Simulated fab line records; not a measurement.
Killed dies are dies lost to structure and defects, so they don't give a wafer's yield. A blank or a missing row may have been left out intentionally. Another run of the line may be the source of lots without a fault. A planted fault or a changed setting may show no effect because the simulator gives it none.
What tool caused it? / flow n5 finfet / 24 lots with 72 wafers sampled at 5 steps, on a route of 1938 steps

WHAT THE GAUGES SHOWED, per wafer
N5_BEOL_M13_OCD_MEAS_35. Usual: trench depth nm at 414 nm, with a standard deviation of 6.8.
lot=L075; measured=day 11 18:47; on=ocd-02; trench depth nm (nm)=423 409 410; flag=
lot=L074; measured=day 12 03:35; on=ocd-02; trench depth nm (nm)=424 420 412; flag=
lot=L076; measured=day 12 04:04; on=ocd-02; trench depth nm (nm)=409 421 409; flag=
lot=L077; measured=day 12 04:30; on=ocd-01; trench depth nm (nm)=422 406 416; flag=
lot=L078; measured=day 12 19:52; on=ocd-01; trench depth nm (nm)=401 422 403; flag=
lot=L079; measured=day 12 20:26; on=ocd-02; trench depth nm (nm)=423 412 420; flag=
lot=L082; measured=day 13 09:23; on=ocd-01; trench depth nm (nm)=411 418 410; flag=
lot=L080; measured=day 13 12:56; on=ocd-02; trench depth nm (nm)=421 412 407; flag=
lot=L081; measured=day 13 13:47; on=ocd-01; trench depth nm (nm)=425 428 409; flag=
lot=L083; measured=day 14 03:30; on=ocd-01; trench depth nm (nm)=416 416 403; flag=
lot=L086; measured=day 14 11:50; on=ocd-02; trench depth nm (nm)=415 407 411; flag=
lot=L085; measured=day 14 17:06; on=ocd-02; trench depth nm (nm)=411 420 410; flag=
lot=L084; measured=day 14 17:49; on=ocd-02; trench depth nm (nm)=409 414 414; flag=
lot=L089; measured=day 15 01:26; on=ocd-02; trench depth nm (nm)=426 408 417; flag=
lot=L087; measured=day 15 02:26; on=ocd-01; trench depth nm (nm)=412 406 410; flag=
lot=L088; measured=day 15 05:46; on=ocd-02; trench depth nm (nm)=404 424 411; flag=
lot=L091; measured=day 15 06:23; on=ocd-02; trench depth nm (nm)=425 405 406; flag=
lot=L090; measured=day 15 08:35; on=ocd-02; trench depth nm (nm)=406 413 409; flag=
lot=L092; measured=day 15 12:53; on=ocd-02; trench depth nm (nm)=414 417 416; flag=
lot=L093; measured=day 15 14:25; on=ocd-02; trench depth nm (nm)=417 403 405; flag=
lot=L094; measured=day 16 16:28; on=ocd-02; trench depth nm (nm)=415 407 417; flag=
lot=L095; measured=day 16 23:13; on=ocd-02; trench depth nm (nm)=407 416 420; flag=
lot=L097; measured=day 17 03:31; on=ocd-02; trench depth nm (nm)=419 409 421; flag=
lot=L096; measured=day 17 09:36; on=ocd-01; trench depth nm (nm)=398 409 415; flag=

N5_BEOL_M13_INSPECT_55: inspects for defects (darkfield). Usual: raw defect count at 73, with a standard deviation of 23.
lot=L075; measured=day 12 00:54; on=defect inspect-01; raw defect count=84 94 77; flag=
lot=L074; measured=day 12 12:20; on=defect inspect-01; raw defect count=55 86 133; flag=
lot=L076; measured=day 12 12:47; on=defect inspect-01; raw defect count=57 51 57; flag=
lot=L077; measured=day 12 12:47; on=defect inspect-02; raw defect count=139 74 62; flag=
lot=L078; measured=day 12 23:35; on=defect inspect-02; raw defect count=31 65 46; flag=
lot=L079; measured=day 13 03:31; on=defect inspect-02; raw defect count=85 90 80; flag=
lot=L082; measured=day 13 11:50; on=defect inspect-02; raw defect count=78 57 38; flag=
lot=L080; measured=day 13 15:21; on=defect inspect-02; raw defect count=77 49 60; flag=
lot=L081; measured=day 13 15:53; on=defect inspect-02; raw defect count=130 101 112; flag=
lot=L083; measured=day 14 08:19; on=defect inspect-02; raw defect count=55 120 77; flag=
lot=L086; measured=day 14 16:57; on=defect inspect-01; raw defect count=69 42 44; flag=
lot=L085; measured=day 14 20:30; on=defect inspect-01; raw defect count=102 63 97; flag=
lot=L084; measured=day 14 22:57; on=defect inspect-02; raw defect count=65 46 69; flag=
lot=L089; measured=day 15 04:05; on=defect inspect-01; raw defect count=32 51 74; flag=
lot=L087; measured=day 15 06:48; on=defect inspect-01; raw defect count=70 73 86; flag=
lot=L088; measured=day 15 07:28; on=defect inspect-02; raw defect count=92 74 72; flag=
lot=L091; measured=day 15 10:01; on=defect inspect-02; raw defect count=63 92 76; flag=
lot=L090; measured=day 15 12:05; on=defect inspect-02; raw defect count=69 57 64; flag=
lot=L092; measured=day 15 21:59; on=defect inspect-02; raw defect count=94 108 72; flag=
lot=L093; measured=day 16 00:33; on=defect inspect-01; raw defect count=97 90 108; flag=
lot=L094; measured=day 16 19:21; on=defect inspect-02; raw defect count=64 48 55; flag=
lot=L095; measured=day 17 01:19; on=defect inspect-01; raw defect count=71 60 53; flag=
lot=L097; measured=day 17 06:42; on=defect inspect-02; raw defect count=45 31 42; flag=
lot=L096; measured=day 17 14:25; on=defect inspect-02; raw defect count=76 116 103; flag=

N5_BEOL_M14_INSPECT_12: inspects for defects (macro). Usual: raw defect count at 2.2, with a standard deviation of 1.4.
lot=L075; measured=day 12 01:29; on=defect inspect-01; raw defect count=2 1 2; flag=
lot=L074; measured=day 12 13:03; on=defect inspect-01; raw defect count=0 2 2; flag=
lot=L076; measured=day 12 13:30; on=defect inspect-01; raw defect count=2 2 6; flag=
lot=L077; measured=day 12 13:40; on=defect inspect-01; raw defect count=3 0 1; flag=
lot=L078; measured=day 13 00:19; on=defect inspect-01; raw defect count=4 3 1; flag=
lot=L079; measured=day 13 04:07; on=defect inspect-01; raw defect count=0 0 3; flag=
lot=L082; measured=day 13 12:33; on=defect inspect-01; raw defect count=2 1 1; flag=
lot=L080; measured=day 13 16:04; on=defect inspect-02; raw defect count=3 3 0; flag=
lot=L081; measured=day 13 16:37; on=defect inspect-02; raw defect count=1 3 2; flag=
lot=L083; measured=day 14 08:59; on=defect inspect-02; raw defect count=2 2 2; flag=
lot=L086; measured=day 14 17:32; on=defect inspect-02; raw defect count=3 2 2; flag=
lot=L085; measured=day 14 21:13; on=defect inspect-02; raw defect count=0 5 2; flag=
lot=L084; measured=day 14 23:40; on=defect inspect-01; raw defect count=2 3 3; flag=
lot=L089; measured=day 15 04:47; on=defect inspect-01; raw defect count=4 0 3; flag=
lot=L087; measured=day 15 07:23; on=defect inspect-01; raw defect count=1 2 3; flag=
lot=L088; measured=day 15 08:11; on=defect inspect-01; raw defect count=3 5 0; flag=
lot=L091; measured=day 15 10:37; on=defect inspect-01; raw defect count=2 0 1; flag=
lot=L090; measured=day 15 12:48; on=defect inspect-02; raw defect count=6 1 1; flag=
lot=L092; measured=day 15 22:34; on=defect inspect-01; raw defect count=2 2 0; flag=
lot=L093; measured=day 16 01:08; on=defect inspect-01; raw defect count=0 3 1; flag=
lot=L094; measured=day 16 20:04; on=defect inspect-02; raw defect count=2 4 2; flag=
lot=L095; measured=day 17 02:01; on=defect inspect-01; raw defect count=2 2 4; flag=
lot=L097; measured=day 17 07:25; on=defect inspect-01; raw defect count=2 3 4; flag=
lot=L096; measured=day 17 15:05; on=defect inspect-02; raw defect count=4 2 1; flag=

N5_BEOL_M14_CD_MEAS_28 targets a cd of 284.4 nm. Usual: cd nm at 285.1 nm, with a standard deviation of 1.8.
lot=L075; measured=day 12 02:25; on=cd sem-02; cd nm (nm)=287.6 285.2 284.5; flag=
lot=L074; measured=day 12 14:08; on=cd sem-03; cd nm (nm)=286.9 287.8 283.8; flag=
lot=L076; measured=day 12 14:25; on=cd sem-02; cd nm (nm)=283.3 285.7 282.9; flag=
lot=L077; measured=day 12 14:37; on=cd sem-02; cd nm (nm)=290.1 287.7 289.5; flag=
lot=L078; measured=day 13 01:47; on=cd sem-01; cd nm (nm)=284.3 285.2 284.6; flag=
lot=L079; measured=day 13 04:59; on=cd sem-03; cd nm (nm)=283.5 284.5 284.0; flag=
lot=L082; measured=day 13 13:21; on=cd sem-01; cd nm (nm)=286.5 284.8 283.6; flag=
lot=L080; measured=day 13 16:59; on=cd sem-03; cd nm (nm)=286.9 283.5 284.0; flag=
lot=L081; measured=day 13 17:35; on=cd sem-01; cd nm (nm)=282.5 285.1 284.2; flag=
lot=L083; measured=day 14 09:46; on=cd sem-03; cd nm (nm)=283.0 283.5 280.6; flag=
lot=L086; measured=day 14 18:20; on=cd sem-03; cd nm (nm)=285.6 285.6 288.8; flag=
lot=L085; measured=day 14 22:01; on=cd sem-02; cd nm (nm)=284.4 287.2 288.5; flag=
lot=L084; measured=day 15 00:28; on=cd sem-02; cd nm (nm)=282.1 282.8 282.8; flag=
lot=L089; measured=day 15 05:35; on=cd sem-01; cd nm (nm)=285.0 283.3 282.9; flag=
lot=L087; measured=day 15 08:11; on=cd sem-02; cd nm (nm)=284.6 283.9 283.6; flag=
lot=L088; measured=day 15 09:06; on=cd sem-03; cd nm (nm)=284.3 284.0 282.6; flag=
lot=L091; measured=day 15 11:32; on=cd sem-01; cd nm (nm)=289.1 288.3 286.8; flag=
lot=L090; measured=day 15 13:53; on=cd sem-02; cd nm (nm)=284.3 285.4 284.2; flag=
lot=L092; measured=day 15 23:31; on=cd sem-03; cd nm (nm)=285.1 284.9 285.5; flag=
lot=L093; measured=day 16 02:04; on=cd sem-01; cd nm (nm)=286.4 285.7 285.6; flag=
lot=L094; measured=day 16 21:00; on=cd sem-01; cd nm (nm)=283.0 284.5 284.5; flag=
lot=L095; measured=day 17 02:59; on=cd sem-02; cd nm (nm)=285.0 285.0 285.3; flag=
lot=L097; measured=day 17 08:12; on=cd sem-01; cd nm (nm)=282.5 284.8 285.1; flag=
lot=L096; measured=day 17 16:00; on=cd sem-02; cd nm (nm)=283.5 284.0 285.0; flag=

WHAT TOOL EACH LOT RAN ON (gives the tool, then ch and the chambers of the sampled wafers, and finally the start)
lot=L075; N5_BEOL_M14_STRIP_63=rie diel-01 ch 0,2, day 12 02:25 or earlier
lot=L074; N5_BEOL_M14_STRIP_63=rie diel-05 ch 2,3, day 12 14:08 or earlier
lot=L076; N5_BEOL_M14_STRIP_63=rie diel-01 ch 0,2, day 12 14:25 or earlier
lot=L077; N5_BEOL_M14_STRIP_63=rie diel-05 ch 0,2,3, day 12 14:37 or earlier
lot=L078; N5_BEOL_M14_STRIP_63=rie diel-06 ch 0,2, day 13 01:47 or earlier
lot=L079; N5_BEOL_M14_STRIP_63=rie diel-01 ch 0,1,3, day 13 04:59 or earlier
lot=L082; N5_BEOL_M14_STRIP_63=rie diel-01 ch 0,3, day 13 13:21 or earlier
lot=L080; N5_BEOL_M14_STRIP_63=rie diel-05 ch 2,3, day 13 16:59 or earlier
lot=L081; N5_BEOL_M14_STRIP_63=rie diel-06 ch 2,3, day 13 17:35 or earlier
lot=L083; N5_BEOL_M14_STRIP_63=rie diel-05 ch 0,2,3, day 14 09:46 or earlier
lot=L086; N5_BEOL_M14_STRIP_63=rie diel-06 ch 0,2,3, day 14 18:20 or earlier
lot=L085; N5_BEOL_M14_STRIP_63=rie diel-01 ch 0,3, day 14 22:01 or earlier
lot=L084; N5_BEOL_M14_STRIP_63=rie diel-06 ch 0,1,2, day 15 00:28 or earlier
lot=L089; N5_BEOL_M14_STRIP_63=rie diel-01 ch 1,2, day 15 05:35 or earlier
lot=L087; N5_BEOL_M14_STRIP_63=rie diel-01 ch 0,1,2, day 15 08:11 or earlier
lot=L088; N5_BEOL_M14_STRIP_63=rie diel-01 ch 0,1,2, day 15 09:06 or earlier
lot=L091; N5_BEOL_M14_STRIP_63=rie diel-06 ch 2,3, day 15 11:32 or earlier
lot=L090; N5_BEOL_M14_STRIP_63=rie diel-01 ch 0,1,2, day 15 13:53 or earlier
lot=L092; N5_BEOL_M14_STRIP_63=rie diel-05 ch 2,3, day 15 23:31 or earlier
lot=L093; N5_BEOL_M14_STRIP_63=rie diel-01 ch 1,2,3, day 16 02:04 or earlier
lot=L094; N5_BEOL_M14_STRIP_63=rie diel-01 ch 2,3, day 16 21:00 or earlier
lot=L095; N5_BEOL_M14_STRIP_63=rie diel-01 ch 1,2,3, day 17 02:59 or earlier
lot=L097; N5_BEOL_M14_STRIP_63=rie diel-05 ch 0,1,3, day 17 08:12 or earlier
lot=L096; N5_BEOL_M14_STRIP_63=rie diel-06 ch 0,1,3, day 17 16:00 or earlier
- N5_BEOL_M14_STRIP_63: strips in O2.

WHAT THE TOOLS THEMSELVES READ (means of the sampled wafers that have a number; where no wafer has one, the mark that the record gives instead)
N5_BEOL_M14_STRIP_63. Usual: drypump motor current A 5.6 A, standard deviation 0.43; oes product au 0.82 a.u., standard deviation 0.062; rf vpp V 3.7 V, standard deviation 0.9; showerhead plenum p Torr 2.12 Torr, standard deviation 0.047; throttle valve pct 16.66 %, standard deviation 0.15.
lot=L075; tool=rie diel-01; drypump motor current A (A)=5.3; oes product au (a.u.)=0.83; rf vpp V (V)=4.1; showerhead plenum p Torr (Torr)=2.14; throttle valve pct (%)=16.64; flag=
lot=L074; tool=rie diel-05; drypump motor current A (A)=6.1; oes product au (a.u.)=0.87; rf vpp V (V)=3.7; showerhead plenum p Torr (Torr)=2.10; throttle valve pct (%)=16.59; flag=
lot=L076; tool=rie diel-01; drypump motor current A (A)=5.2; oes product au (a.u.)=0.82; rf vpp V (V)=2.8; showerhead plenum p Torr (Torr)=2.14; throttle valve pct (%)=16.64; flag=
lot=L077; tool=rie diel-05; drypump motor current A (A)=5.9; oes product au (a.u.)=0.83; rf vpp V (V)=3.6; showerhead plenum p Torr (Torr)=2.09; throttle valve pct (%)=16.57; flag=
lot=L078; tool=rie diel-06; drypump motor current A (A)=5.3; oes product au (a.u.)=0.78; rf vpp V (V)=3.8; showerhead plenum p Torr (Torr)=2.17; throttle valve pct (%)=16.68; flag=
lot=L079; tool=rie diel-01; drypump motor current A (A)=5.7; oes product au (a.u.)=0.85; rf vpp V (V)=4.1; showerhead plenum p Torr (Torr)=2.13; throttle valve pct (%)=16.66; flag=
lot=L082; tool=rie diel-01; drypump motor current A (A)=5.5; oes product au (a.u.)=0.85; rf vpp V (V)=3.5; showerhead plenum p Torr (Torr)=2.14; throttle valve pct (%)=16.65; flag=
lot=L080; tool=rie diel-05; drypump motor current A (A)=6.1; oes product au (a.u.)=0.86; rf vpp V (V)=3.6; showerhead plenum p Torr (Torr)=2.09; throttle valve pct (%)=16.59; flag=
lot=L081; tool=rie diel-06; drypump motor current A (A)=5.2; oes product au (a.u.)=0.82; rf vpp V (V)=4.0; showerhead plenum p Torr (Torr)=2.18; throttle valve pct (%)=16.58; flag=
lot=L083; tool=rie diel-05; drypump motor current A (A)=5.9; oes product au (a.u.)=0.81; rf vpp V (V)=3.8; showerhead plenum p Torr (Torr)=2.09; throttle valve pct (%)=16.59; flag=
lot=L086; tool=rie diel-06; drypump motor current A (A)=5.2; oes product au (a.u.)=0.80; rf vpp V (V)=4.9; showerhead plenum p Torr (Torr)=2.14; throttle valve pct (%)=16.73; flag=
lot=L085; tool=rie diel-01; drypump motor current A (A)=5.5; oes product au (a.u.)=0.87; rf vpp V (V)=3.7; showerhead plenum p Torr (Torr)=2.14; throttle valve pct (%)=16.63; flag=
lot=L084; tool=rie diel-06; drypump motor current A (A)=5.6; oes product au (a.u.)=0.82; rf vpp V (V)=3.7; showerhead plenum p Torr (Torr)=2.17; throttle valve pct (%)=16.62; flag=
lot=L089; tool=rie diel-01; drypump motor current A (A)=5.7; oes product au (a.u.)=0.79; rf vpp V (V)=3.5; showerhead plenum p Torr (Torr)=2.11; throttle valve pct (%)=16.75; flag=
lot=L087; tool=rie diel-01; drypump motor current A (A)=5.5; oes product au (a.u.)=0.80; rf vpp V (V)=3.9; showerhead plenum p Torr (Torr)=2.12; throttle valve pct (%)=16.71; flag=
lot=L088; tool=rie diel-01; drypump motor current A (A)=5.5; oes product au (a.u.)=0.80; rf vpp V (V)=3.9; showerhead plenum p Torr (Torr)=2.12; throttle valve pct (%)=16.72; flag=
lot=L091; tool=rie diel-06; drypump motor current A (A)=5.2; oes product au (a.u.)=0.82; rf vpp V (V)=4.7; showerhead plenum p Torr (Torr)=2.17; throttle valve pct (%)=16.63; flag=
lot=L090; tool=rie diel-01; drypump motor current A (A)=5.5; oes product au (a.u.)=0.79; rf vpp V (V)=3.6; showerhead plenum p Torr (Torr)=2.12; throttle valve pct (%)=16.73; flag=
lot=L092; tool=rie diel-05; drypump motor current A (A)=6.0; oes product au (a.u.)=0.80; rf vpp V (V)=3.2; showerhead plenum p Torr (Torr)=2.06; throttle valve pct (%)=16.79; flag=
lot=L093; tool=rie diel-01; drypump motor current A (A)=5.5; oes product au (a.u.)=0.83; rf vpp V (V)=3.2; showerhead plenum p Torr (Torr)=2.13; throttle valve pct (%)=16.69; flag=
lot=L094; tool=rie diel-01; drypump motor current A (A)=5.4; oes product au (a.u.)=0.86; rf vpp V (V)=4.2; showerhead plenum p Torr (Torr)=2.14; throttle valve pct (%)=16.65; flag=
lot=L095; tool=rie diel-01; drypump motor current A (A)=5.5; oes product au (a.u.)=0.82; rf vpp V (V)=3.7; showerhead plenum p Torr (Torr)=2.12; throttle valve pct (%)=16.71; flag=
lot=L097; tool=rie diel-05; drypump motor current A (A)=6.0; oes product au (a.u.)=0.79; rf vpp V (V)=3.3; showerhead plenum p Torr (Torr)=2.07; throttle valve pct (%)=16.61; flag=
lot=L096; tool=rie diel-06; drypump motor current A (A)=5.5; oes product au (a.u.)=0.81; rf vpp V (V)=3.5; showerhead plenum p Torr (Torr)=2.14; throttle valve pct (%)=16.67; flag=

THE ANSWER, worked out from the rows above alone
Rule: lot off if the mean of its wafers having a number is beyond 3 standard deviations from the usual mean. A lot without any number at a reading at which 4 lots or more have one is off too. The other lots that the step has rows for count as sound. After the gauges, taken in route order, come the tools' own readings; for these a lot's mean is taken, as printed above. The first step at which some lot is off is used, and at that step the reading that is off furthest; a lot without a number counts as furthest.
No lot is off on any of the readings shown, so nothing can be concluded from this.

WHAT THE SIMULATOR HAD INSERTED
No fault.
